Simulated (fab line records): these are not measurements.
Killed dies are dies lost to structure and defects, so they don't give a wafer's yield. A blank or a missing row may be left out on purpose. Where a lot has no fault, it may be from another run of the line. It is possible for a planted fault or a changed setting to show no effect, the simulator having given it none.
Chamber matching | flow n5Finfet | 3 sister chambers for N5_BEOL_M10_CVD_75 on cvdCo-01
The step deposits Co from CCTBA/H2, target thk 2 nm, time 138.9 s. 6 wafers are shown with their chamber, then 7 later ones without.

== EACH WAFER AND ITS CHAMBER ==
wafer  | chamber | runLengthS (s)
L433.1 | 2       | 162.3
L436.5 | 0       | 160.9
L437.2 | 1       | 162.0
L437.4 | 0       | 161.9
L437.5 | 2       | 162.1
L438.2 | 1       | 163.0

== WAFERS WITHOUT THEIR CHAMBER ==
wafer  | runLengthS (s)
L438.3 | 162.3
L438.6 | 161.1
L442.2 | 162.3
L442.3 | 162.2
L442.5 | 162.1
L440.4 | 162.6
L440.5 | 161.0

== CHAMBER TAKEN BY EACH ==
wafer  | from the rows above          | in truth
L438.3 | can't be placed: 2 or 1 or 0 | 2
L438.6 | can't be placed: 0 or 2 or 1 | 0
L442.2 | can't be placed: 2 or 1 or 0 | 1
L442.3 | can't be placed: 2 or 1 or 0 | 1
L442.5 | can't be placed: 2 or 1 or 0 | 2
L440.4 | can't be placed: 1 or 2 or 0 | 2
L440.5 | can't be placed: 0 or 2 or 1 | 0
0 of 7 placed correctly. Not placeable from these rows: 7 (in 7, the candidates include the true chamber). Wrongly placed: 0.
How it was worked out, from the rows above alone: a wafer's distance from a chamber is the root of the sum, over the readings, of the square of ((its reading less the chamber's mean) divided by the reading's scatter). If the next closest chamber is less than 2 further off than the closest, the wafer can't be placed; otherwise it belongs to the closest. Each chamber's mean is taken over the wafers shown for it. How the scatter is found: for the shown wafers, subtract from each reading the mean of its chamber, square and add these, divide the total by (wafers less chambers), then take the root.
